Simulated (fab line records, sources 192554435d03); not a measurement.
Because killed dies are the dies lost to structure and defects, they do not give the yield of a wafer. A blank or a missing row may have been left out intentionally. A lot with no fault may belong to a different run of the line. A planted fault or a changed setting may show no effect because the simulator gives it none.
Split-lot experiment	flow n5_finfet	21 wafers read from 7 lots, route of 1938 steps

## THE SPLIT
At N5_BEOL_M1_PECVD_72 (deposits SiO2 from TEOS/O2, target thk 16 nm, time 18 s), the setting time_s was moved away from the recipe's 18 s on 7 of the 21 wafers read, by -6.3% to +14.3%. For the rest of the wafers, this setting stayed at what the recipe calls for.

The reading comes from the split's own step.

## THE READING
SiO2_of_BEOL_M1_PECVD_72.thk_nm (the simulator's own value, which no gauge read), in nm, at N5_BEOL_M1_PECVD_72 (deposits SiO2 from TEOS/O2, target thk 16 nm, time 18 s). No usual value for it is given in the file. The 14 wafers here that ran the recipe average 16.0 nm, standard deviation 0.26 nm.

wafer	tool, chamber at the split	time_s as run, s	against the recipe	SiO2_of_BEOL_M1_PECVD_72.thk_nm, nm	against lot-mates on the recipe
L079.4	pecvd-04, 2	18	recipe	15.8	-
L079.5	pecvd-04, 0	18	recipe	16.2	-
L079.6	pecvd-04, 1	18	recipe	16	-
L077.3	pecvd-02, 1	18	recipe	16	-
L077.5	pecvd-02, 0	19.09	+6.1%	16.6	+0.8
L077.6	pecvd-02, 2	18	recipe	15.6	-
L080.4	pecvd-02, 2,0	18	recipe	16.2	-
L080.6	pecvd-02, 2,0	18	recipe	16.2	-
L080.5	pecvd-02, 1	18	recipe	16.4	-
L084.2	pecvd-02, 0,2	20.43	+13.5%	18	no lot-mate on the recipe
L084.3	pecvd-02, 0,2	20.43	+13.5%	18	no lot-mate on the recipe
L084.6	pecvd-02, 0	20.43	+13.5%	18.2	no lot-mate on the recipe
L085.2	pecvd-03, 1	18	recipe	15.6	-
L085.3	pecvd-03, 0	20.57	+14.3%	18	+2.4
L085.5	pecvd-03, 2	20.57	+14.3%	18.2	+2.6
L087.1	pecvd-03, 0	16.87	-6.3%	14.8	-1.4
L087.3	pecvd-03, 2	18	recipe	16.2	-
L087.6	pecvd-03, 2	18	recipe	16.2	-
L097.1	pecvd-02, 0	18	recipe	15.6	-
L097.3	pecvd-02, 2	18	recipe	16	-
L097.5	pecvd-02, 2	18	recipe	16.2	-
Rows listing several chambers each stand for several wafers; the file does not say which wafer went through which chamber.

FIT RESULTS
A straight line over all 21 wafers: SiO2_of_BEOL_M1_PECVD_72.thk_nm changes by +0.152 nm for each +1% of time_s; r = +0.97; the points scatter about the line by 0.24 nm.
The same after taking each lot's own level away (the mean of its wafers on the recipe; 18 wafers): +0.178 nm for each +1%; r = +0.98; scatter 0.18 nm.
That fit puts the effect of the largest move of time_s on the reading at 2.5 nm.
Measured against the standard deviation above, the lots' own levels, which go from 15.60 to 16.27 nm, span 2.6 times it.
Hence the slope depends on the lot-to-lot level, as the two fits are not the same.
Check: +2.58 nm against its lot-mates is what the line predicts for one of the wafers moved furthest among these (+14.3%) when that wafer is left out of the fit. Against them it came out at +2.4 nm.

## THE OTHER SPLITS THESE WAFERS WENT THROUGH
Before the reading, these wafers also passed through other splits. Each is held against what the fit with the lots' levels taken away leaves over:
other split on the same wafers	wafers away from the commonest value	r with SiO2_of_BEOL_M1_PECVD_72.thk_nm (lot level and that fit taken away)
N5_SDB_STRIP_22 power_w	4	+0.24
N5_HKMG_FIN_PEB_10 peb_time_s	8	-0.23
N5_BEOL_M0_SAQP_ILD_DEP_01 time_s	6	+0.20
N5_BEOL_M0_SAQP_PECVD_03 time_s	5	+0.40

## FILE'S OWN FIT
SiO2_of_BEOL_M1_PECVD_72.thk_nm changes by +0.176 nm for each +1% of time_s, r = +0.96.
